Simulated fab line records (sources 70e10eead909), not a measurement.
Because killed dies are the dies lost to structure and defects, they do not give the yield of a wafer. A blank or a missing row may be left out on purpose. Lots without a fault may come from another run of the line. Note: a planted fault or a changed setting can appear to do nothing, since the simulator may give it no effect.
fab line records	flow nandHarc
record lots=11	wafers=33	lastDay=34
route steps=1302 shown A_STAIRCASE@683 END@1302
lots that met no fault: from a run of the same line without faults
startH: start of the lot's first displayed wafer, in hours after the record's first day	waitH: hours elapsed since this lot's preceding step	" as in the row above	L1.1+2: one row covering several wafers at once	- no value, or no start given	* or withheld: withheld	< > ~ a bound
route shown NAME@n: names a module that has steps shown in the file, with the first one's number in the route	usual: the fault-free wafers' mean and standard deviation	same: alike in all rows	chamber/n: place in a boat	sites: readings site by site	_std_site: the standard deviation of these	_edge_site: outer sites' mean less inner sites'	radiusMm: for every site, how far away it sits from the centre of the wafer	mask NAME#n: copy n	behind: the last tool/chamber to shape the wafer	hold: what put the lot on hold/how long, in hours/how the hold closed	device: names the non-switching transistor (n, p or np)	end of line: tests run on the same wafers once the route is complete	step lacking rows: just its recipe	killed: count of dies lost to structure and defects at first sort (not the wafer's yield)	map: per-die view of a wafer (x killed, . not killed, _ where there is no die)
set.NAME: the setting as run; set.NAME@STEP: as run at that earlier step	model.NAME: the simulator's own value behind a step, which no gauge read
a sample of lots followed through the steps of the route, with each step as a table and each wafer as a row
services: the hour from which a tool's chamber was out of use, counted from the record's first day as startH (under 0 if before that day), plus the number of hours and why
## steps
# step NHARC_A_STAIRCASE_TRIM_26
# recipe timeS=211.2	o2FlowSccm=500	arFlowSccm=0	biasW=0	chemistry=O2
# usual drypumpMotorCurrentA=5.7/0.33	oesProductAu=1.001/0.015	rfVppV=57.8/0.75	showerheadPlenumPTorr=3.53/0.15	throttleValvePct=17.037/0.009
lot.wafer	tool	chamber	startH	waitH	drypumpMotorCurrentA	oesProductAu	rfHoursCounterH	rfVppV	showerheadPlenumPTorr	throttleValvePct
L548.2	rieDiel-04	0	-	-	5.7	1.031	1	57.8	3.73	17.034
L548.1	"	3	"	"	6.2	1.005	1	57.3	3.37	17.034
L548.5	"	0	"	"	5.7	1.036	-	57.4	3.73	17.038
L551.2	rieDiel-13	0	-	-	5.6	1.002	22	56.7	3.52	17.015
L551.4	"	1	"	"	5.8	1.016	21	58.2	3.34	17.025
L551.6	"	0	"	"	5.6	1.002	-	58.7	3.52	17.032
L553.3	rieDiel-13	0	-	-	5.6	1.009	26	58.2	3.52	17.055
L553.1	"	1	"	"	5.8	0.996	26	57.5	3.33	17.036
L553.6	"	1	"	"	5.9	1.011	-	57.3	3.33	17.035
L554.4	rieDiel-13	3	-	-	5.2	0.988	26	58.9	3.73	17.043
L554.2	"	1	"	"	5.9	1.006	30	57.6	3.33	17.040
L554.5	"	2	"	"	5.2	1.027	-	58.4	3.65	17.040
L557.3	rieDiel-04	0	-	-	5.7	1.016	23	57.8	3.72	17.037
L557.6	"	1	"	"	5.4	0.997	-	58.0	3.48	17.023
L557.5	"	2	"	"	5.6	0.988	-	57.9	3.29	17.043
L562.3	rieDiel-09	0	-	-	6.0	0.992	58	59.4	3.75	17.037
L562.6	"	2	"	"	6.2	0.977	-	58.1	3.63	17.030
L562.5	"	3	"	"	5.3	1.003	-	58.6	3.42	17.036
L563.3	rieDiel-09	2	-	-	6.2	0.986	7	58.3	3.62	17.008
L563.2	"	0	"	"	6.0	0.983	6	59.6	3.74	17.031
L563.4	"	1	"	"	5.9	0.981	5	58.1	3.39	17.041
L565.3	rieDiel-09	1	-	-	5.9	0.976	9	57.6	3.39	17.017
L565.5	"	1	"	"	5.9	0.972	-	57.4	3.39	17.022
L565.6	"	2	"	"	6.2	0.982	-	58.9	3.62	17.035
L567.4	rieDiel-13	0	-	-	5.6	1.020	10	56.9	3.50	17.046
L567.2	"	2	"	"	5.2	1.028	14	58.0	3.63	17.033
L567.6	"	0	"	"	5.6	1.010	-	57.1	3.50	17.030
L569.1	rieDiel-09	2	-	-	6.2	0.995	26	58.1	3.61	17.030
L569.3	"	3	"	"	5.4	1.034	27	57.9	3.41	17.048
L569.2	"	0	"	"	6.1	0.988	23	58.5	3.73	17.037
L570.2	rieDiel-13	0	-	-	5.6	1.015	22	57.6	3.49	17.044
L570.6	"	1	"	"	5.9	0.985	-	56.9	3.30	17.020
L570.4	"	0	"	"	5.6	1.010	-	59.9	3.49	17.023
# step NHARC_A_STAIRCASE_ETCH_192
# recipe targetDepthA=1000	timeS=40.5	ionEnergyEv=400	c4f8FlowSccm=20	o2FlowSccm=10	arFlowSccm=withheld	rfW=600	biasW=1000	chemistry=C4F8/O2
# usual biasW=1000.2/2.9	chamberPressureMTorr=24.998/0.022	oesProductAu=0.941/0.015	rfVppV=896/6.2
lot.wafer	tool	chamber	startH	waitH	biasW	chamberPressureMTorr	oesProductAu	rfHoursCounterH	rfVppV
L548.1	rieDiel-13	1	378.93	-	1000.0	24.989	0.955	9	890
L548.2	"	2	"	"	996.7	25.002	0.966	9	900
L548.5	"	3	"	"	1001.6	25.024	0.933	-	903
L551.4	rieDiel-09	3	408.28	-	1004.6	25.034	0.935	27	894
L551.2	"	1	"	"	998.0	24.998	0.938	21	891
L551.6	"	3	"	"	1000.8	24.990	0.948	-	894
L553.1	rieDiel-13	0	421.37	-	-	-	-	-	-
L553.3	"	3	"	"	-	-	-	-	-
L553.6	"	0	"	"	-	-	-	-	-
L554.2	rieDiel-04	1	431.20	-	-	-	-	-	-
L554.4	"	0	"	"	-	-	-	-	-
L554.5	"	1	"	"	-	-	-	-	-
L557.3	rieDiel-04	3	451.78	-	998.9	24.972	0.953	25	890
L557.5	"	3	"	"	1002.4	25.003	0.942	-	889
L557.6	"	0	"	"	1001.6	24.983	0.961	-	903
L562.3	rieDiel-04	2	501.37	-	994.7	25.021	0.939	45	887
L562.6	"	2	"	"	999.5	24.993	0.942	-	887
L562.5	"	3	"	"	998.3	25.052	0.943	-	889
L563.4	rieDiel-09	1	525.23	-	1007.5	25.010	0.917	6	890
L563.3	"	2	"	"	998.1	24.983	0.931	8	900
L563.2	"	0	"	"	993.4	24.990	0.922	7	905
L565.3	rieDiel-13	1	538.30	-	997.4	25.031	0.918	3	888
L565.5	"	3	"	"	1000.6	25.001	0.935	-	903
L565.6	"	0	"	"	995.8	24.965	0.946	-	895
L567.4	rieDiel-04	0	558.44	-	1000.4	25.016	0.969	5	901
L567.2	"	2	"	"	999.9	25.031	0.948	4	906
L567.6	"	3	"	"	1000.4	24.997	0.948	-	888
L569.3	rieDiel-04	2	582.50	-	1000.2	24.975	0.933	12	906
L569.1	"	3	"	"	1005.5	25.001	0.953	11	888
L569.2	"	1	"	"	1000.7	24.991	0.921	12	893
L570.4	rieDiel-04	1	593.53	-	998.0	24.980	0.930	15	893
L570.2	"	3	"	"	1001.1	25.027	0.941	15	889
L570.6	"	2	"	"	996.4	25.021	0.925	-	906
# step NHARC_A_STAIRCASE_ETCH_194
# recipe targetDepthA=1000	timeS=40.5	ionEnergyEv=400	c4f8FlowSccm=20	o2FlowSccm=10	arFlowSccm=withheld	rfW=600	biasW=1000	chemistry=C4F8/O2
# usual biasW=999.7/3	chamberPressureMTorr=24.996/0.024	oesProductAu=0.943/0.015	rfVppV=896/6.4
lot.wafer	tool	chamber	startH	waitH	biasW	chamberPressureMTorr	oesProductAu	rfHoursCounterH	rfVppV
L548.2	rieDiel-13	0	-	-	990.3	24.978	0.947	10	896
L548.1	"	2	"	"	1001.9	24.989	0.966	9	900
L548.5	"	3	"	"	999.3	25.022	0.941	-	904
L551.2	rieDiel-09	1	-	-	1002.3	24.991	0.925	21	892
L551.4	"	2	"	"	998.0	24.992	0.941	24	901
L551.6	"	0	"	"	1001.8	24.980	0.932	-	904
L553.3	rieDiel-13	1	-	-	1002.1	24.969	0.938	26	887
L553.1	"	0	"	"	1002.9	24.988	0.943	26	895
L553.6	"	1	"	"	1000.5	25.000	0.929	-	889
L554.4	rieDiel-04	1	-	-	1003.1	25.025	0.943	14	896
L554.2	"	3	"	"	1002.2	24.974	0.959	17	888
L554.5	"	1	"	"	997.3	25.012	0.949	-	893
L557.3	rieDiel-04	2	-	-	999.3	25.011	0.927	25	887
L557.6	"	0	"	"	1000.0	25.003	0.973	-	903
L557.5	"	1	"	"	1001.1	25.027	0.938	-	893
L562.3	rieDiel-04	3	-	-	999.3	25.035	0.948	41	889
L562.5	"	3	"	"	997.4	25.047	0.952	-	890
L562.6	"	0	"	"	1004.2	24.984	0.951	-	904
L563.4	rieDiel-09	2	-	-	1000.1	25.012	0.926	8	899
L563.3	"	0	"	"	998.9	24.990	0.921	7	903
L563.2	"	1	"	"	1003.5	25.001	0.917	6	891
L565.3	rieDiel-13	2	-	-	999.4	25.023	0.963	2	901
L565.5	"	0	"	"	1001.6	24.990	0.956	-	894
L565.6	"	1	"	"	1003.0	24.983	0.931	-	888
L567.2	rieDiel-04	2	-	-	1001.3	24.981	0.928	4	908
L567.4	"	0	"	"	997.7	25.000	0.983	5	904
L567.6	"	2	"	"	1004.7	25.027	0.939	-	905
L569.1	rieDiel-04	3	-	-	1003.8	25.002	0.957	11	888
L569.2	"	0	"	"	1001.6	25.000	0.972	9	903
L569.3	"	2	"	"	1001.1	24.943	0.942	12	905
L570.4	rieDiel-04	2	-	-	998.3	24.984	0.927	16	906
L570.2	"	3	"	"	1001.6	25.008	0.939	15	890
L570.6	"	1	"	"	998.7	24.955	0.924	-	893
# step NHARC_A_STAIRCASE_TRIM_198
# recipe timeS=211.2	o2FlowSccm=500	arFlowSccm=0	biasW=0	chemistry=O2
# usual drypumpMotorCurrentA=5.7/0.34	oesProductAu=0.999/0.015	rfVppV=57.9/0.93	showerheadPlenumPTorr=3.54/0.16	throttleValvePct=17.037/0.0082
lot.wafer	tool	chamber	startH	waitH	drypumpMotorCurrentA	oesProductAu	rfHoursCounterH	rfVppV	showerheadPlenumPTorr	throttleValvePct
L548.1	rieDiel-13	3	-	-	5.2	0.975	10	58.1	3.74	17.028
L548.2	"	0	"	"	5.6	0.994	11	57.9	3.53	17.028
L548.5	"	3	"	"	5.2	0.977	-	58.2	3.74	17.041
L551.2	rieDiel-09	1	-	-	5.9	1.002	21	55.4	3.41	17.040
L551.4	"	2	"	"	6.2	0.995	24	56.9	3.65	17.029
L551.6	"	2	"	"	6.2	1.001	-	57.9	3.65	17.025
L553.3	rieDiel-09	1	-	-	5.9	0.995	28	58.6	3.41	17.045
L553.1	"	3	"	"	5.3	1.010	32	57.3	3.44	17.033
L553.6	"	1	"	"	5.9	0.996	-	56.6	3.41	17.033
L554.2	rieDiel-04	1	-	-	5.5	1.001	14	58.4	3.48	17.022
L554.4	"	2	"	"	5.6	0.984	19	57.3	3.30	17.039
L554.5	"	1	"	"	5.4	0.995	-	58.3	3.48	17.026
L557.3	rieDiel-04	0	-	-	5.8	1.018	23	59.5	3.72	17.038
L557.5	"	0	"	"	5.7	1.027	-	59.3	3.72	17.030
L557.6	"	1	"	"	5.5	0.992	-	57.6	3.48	17.050
L562.3	rieDiel-04	1	-	-	5.4	1.000	40	58.1	3.47	17.032
L562.5	"	1	"	"	5.4	0.986	-	56.1	3.47	17.042
L562.6	"	2	"	"	5.6	0.989	-	57.1	3.28	17.050
L563.2	rieDiel-09	2	-	-	6.2	0.980	9	57.7	3.62	17.011
L563.4	"	0	"	"	6.0	0.975	7	58.7	3.74	17.045
L563.3	"	1	"	"	5.9	0.975	7	57.9	3.39	17.048
L565.3	rieDiel-09	1	-	-	5.9	0.972	11	57.4	3.39	17.030
L565.5	"	2	"	"	6.3	0.987	-	58.2	3.62	17.033
L565.6	"	3	"	"	5.4	1.013	-	56.7	3.42	17.059
L567.2	rieDiel-04	3	-	-	6.2	1.006	5	56.6	3.34	17.029
L567.4	"	2	"	"	5.6	0.981	4	59.8	3.81	17.029
L567.6	"	3	"	"	6.2	1.017	-	57.7	3.34	17.036
L569.2	rieDiel-09	1	-	-	5.9	0.999	23	56.2	3.38	17.043
L569.3	"	2	"	"	6.2	0.981	26	60.0	3.61	17.028
L569.1	"	3	"	"	5.4	1.023	27	57.5	3.41	17.032
L570.2	rieDiel-04	0	-	-	5.8	1.039	13	59.2	3.70	17.035
L570.4	"	2	"	"	5.6	0.991	16	58.3	3.80	17.039
L570.6	"	0	"	"	5.7	1.034	-	56.9	3.70	17.032
# step NHARC_END_SORT_01
# recipe tempC=25
# usual killedAtArray=54/17	killedAtOther=0.7/1	killedAtPeriphery=3.7/2.9	killedDies=58/16	killedOpen=3.2/1.9	killedShort=2.2/1.5
# same grossDies=677
lot.wafer	tool	chamber	startH	waitH	killedAtArray	killedAtOther	killedAtPeriphery	killedDies	killedOpen	killedShort
L553.1	prober-01	0	631.18	2.5	672	2	3	677	2	2
L553.3	prober-01	0	632.75	3.1	675	1	1	677	2	2
L553.6	prober-01	0	635.12	3.9	674	0	3	677	3	2
L554.2	prober-01	0	654.08	2.8	676	0	1	677	3	3
L554.4	prober-01	0	655.68	3.4	676	0	1	677	2	3
L554.5	prober-01	0	656.48	3.7	675	1	1	677	5	3
# killed by level:class
L553.1 A_STAIRCASE:areaEtch=620 A_SLIT:chamberFilmFlake=28 A_CHANNEL_HOLE_D2:chamberFilmFlake=10 A_CONTACT:chamberFilmFlake=4 A_WL_FILL:chamberFilmFlake=3 A_CHANNEL_HOLE_D1:chamberFilmFlake=2 THIN_TSV:chamberFilmFlake=2 P_CONTACT:geometricParticle:short=1
L553.3 A_STAIRCASE:areaEtch=621 A_SLIT:chamberFilmFlake=28 A_CHANNEL_HOLE_D2:chamberFilmFlake=8 A_WL_FILL:chamberFilmFlake=5 A_CHANNEL_HOLE_D1:chamberFilmFlake=4 A_CONTACT:chamberFilmFlake=3 A_ONON_D2:geometricParticle:short=1 A_WL_FILL:geometricParticle:open=1
L553.6 A_STAIRCASE:areaEtch=619 A_SLIT:chamberFilmFlake=31 A_CHANNEL_HOLE_D2:chamberFilmFlake=6 A_CHANNEL_HOLE_D1:chamberFilmFlake=4 A_WL_FILL:chamberFilmFlake=3 A_CONTACT:chamberFilmFlake=3 P_STI:chamberFilmFlake=2 A_STAIRCASE:chamberFilmFlake=2
L554.2 A_STAIRCASE:areaEtch=624 A_CHANNEL_HOLE_D2:chamberFilmFlake=38 A_CHANNEL_HOLE_D1:chamberFilmFlake=4 A_CHANNEL_FILL_D2:chamberFilmFlake=2 A_CONTACT:chamberFilmFlake=2 P_CONTACT:geometricParticle:open=1 A_CHANNEL_HOLE_D1:geometricParticle:short=1 A_CHANNEL_FILL_D1:geometricParticle:open=1
L554.4 A_STAIRCASE:areaEtch=627 A_CHANNEL_HOLE_D2:chamberFilmFlake=32 A_CHANNEL_HOLE_D1:chamberFilmFlake=3 A_SLIT:chamberFilmFlake=3 A_BLC:geometricParticle:open=2 A_CHANNEL_FILL_D1:chamberFilmFlake=2 A_CONTACT:chamberFilmFlake=2 A_ONON_D1:geometricParticle:short=1
L554.5 A_STAIRCASE:areaEtch=625 A_CHANNEL_HOLE_D2:chamberFilmFlake=34 A_CHANNEL_HOLE_D1:chamberFilmFlake=5 A_ONON_D1:geometricParticle:short=2 A_CONTACT:chamberFilmFlake=2 P_STI:geometricParticle:open=1 A_ONON_D1:geometricParticle:open=1 A_CHANNEL_FILL_D1:geometricParticle:open=1
## services
tool	chamber	startH	hours	kind
rieDiel-04	0	353.25	1.8	repair
rieDiel-04	3	353.40	8.5	repair
rieDiel-09	1	356.47	11.1	repair
rieDiel-04	-	357.14	9.0	pm
rieDiel-04	0	357.14	9.0	ventCycle
rieDiel-04	1	357.14	9.0	ventCycle
rieDiel-04	2	357.14	9.0	ventCycle
rieDiel-04	0	366.14	-	clean
rieDiel-04	0	366.14	-	consumableReplace:focusRing
rieDiel-04	1	366.14	-	clean
rieDiel-04	2	366.14	-	clean
rieDiel-13	2	384.14	13.5	repair
rieDiel-04	0	390.64	-	clean
rieDiel-04	1	390.64	-	clean
rieDiel-04	2	390.64	-	clean
rieDiel-04	3	390.64	-	clean
rieDiel-09	1	399.58	2.5	repair
rieDiel-04	0	415.14	-	clean
rieDiel-04	1	415.14	-	clean
rieDiel-09	1	443.80	8.7	repair
rieDiel-09	-	497.14	9.0	pm
rieDiel-13	-	519.23	9.0	pm
rieDiel-04	-	534.14	9.0	pm
rieDiel-13	0	543.73	4.0	repair
## key
firstSign step=NHARC_A_STAIRCASE_ETCH_192	reading=toolRecord	direction=missing
effect step=NHARC_END_SORT_01	reading=killedDies	direction=up	sigmas=38	usual=58	struck=677
moreKillsBornAt NHARC_A_STAIRCASE_ETCH_192@rieDiel-04=1876	NHARC_A_STAIRCASE_ETCH_192@rieDiel-13=1860
metAt NHARC_A_STAIRCASE_ETCH_192
struckLots L553,L554
laterRowsLeftOut L553.1,L553.3,L553.6,L554.2,L554.4,L554.5
testerLeftOut L553,L554
notActingAt NHARC_A_STAIRCASE_TRIM_26,NHARC_A_STAIRCASE_ETCH_194,NHARC_A_STAIRCASE_TRIM_198
onsetBetween 378.93 421.37
fault kind=skippedStepWhole	tool=rieDiel-04,rieDiel-13	chamber=-	onsetH=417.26	steps=NHARC_A_STAIRCASE_ETCH_192	scope=struckLotsOnly
# testerLeftOut: of these lots the tester's yield and bins aren't shown, on N5 and GAA mostly nor the transistor test; their killed dies are dies lost to structure and defects alone, not to doping, threshold or leakage, so they don't give the yield
# laterRowsLeftOut: the simulator's readings of these wafers behind a module that went badly wrong aren't trusted and aren't shown, but for the sort
